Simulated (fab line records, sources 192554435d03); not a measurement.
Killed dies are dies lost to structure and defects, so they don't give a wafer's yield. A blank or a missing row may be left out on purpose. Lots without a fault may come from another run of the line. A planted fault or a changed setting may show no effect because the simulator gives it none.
Chamber matching | flow n5_finfet | N5_BEOL_M15_CMP_49 on cmp-03: 4 sister chambers
The step polishes, stops on SiO2, t overpolish 4.9 s, target thk 850 nm. 4 wafers are shown with their chamber, then 8 later ones without.

WAFERS WITH THEIR CHAMBER
wafer  | chamber | motor_current_A (A)
L079.6 | 1       | 6.5
L082.2 | 0       | 8.3
L082.4 | 3       | 8.6
L084.3 | 2       | 9.4

WAFERS WITHOUT THEIR CHAMBER
wafer  | motor_current_A (A)
L084.4 | 8.7
L084.6 | 7.2
L087.2 | 9.8
L087.5 | 9.9
L087.6 | 8.0
L090.3 | 8.5
L090.4 | 6.9
L090.6 | 10.0

WHICH CHAMBER EACH WENT THROUGH
wafer  | from the rows above          | in truth
L084.4 | can't be placed: 3 or 0 or 2 | 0
L084.6 | can't be placed: 1 or 0 or 3 | 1
L087.2 | can't be placed: 2 or 3      | 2
L087.5 | can't be placed: 2 or 3      | 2
L087.6 | can't be placed: 0 or 3      | 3
L090.3 | can't be placed: 3 or 0 or 2 | 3
L090.4 | 1                            | 1
L090.6 | can't be placed: 2 or 3      | 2
Placed correctly: 1 of 8. Can't be placed from these rows: 7 (the true chamber is among the candidates in 7). Placed wrongly: 0.
How it was worked out, from the rows above alone: a wafer's distance from a chamber is the root of the sum, over the readings, of the square of ((its reading less the chamber's mean) divided by the reading's scatter). The wafer belongs to the nearest chamber; if the next one is less than 2 further off, it can't be placed. A chamber's mean is the mean of its shown wafers. The scatter: with one shown wafer a chamber, the root of the mean of the squares of how far each hidden wafer lies from its nearest shown one.
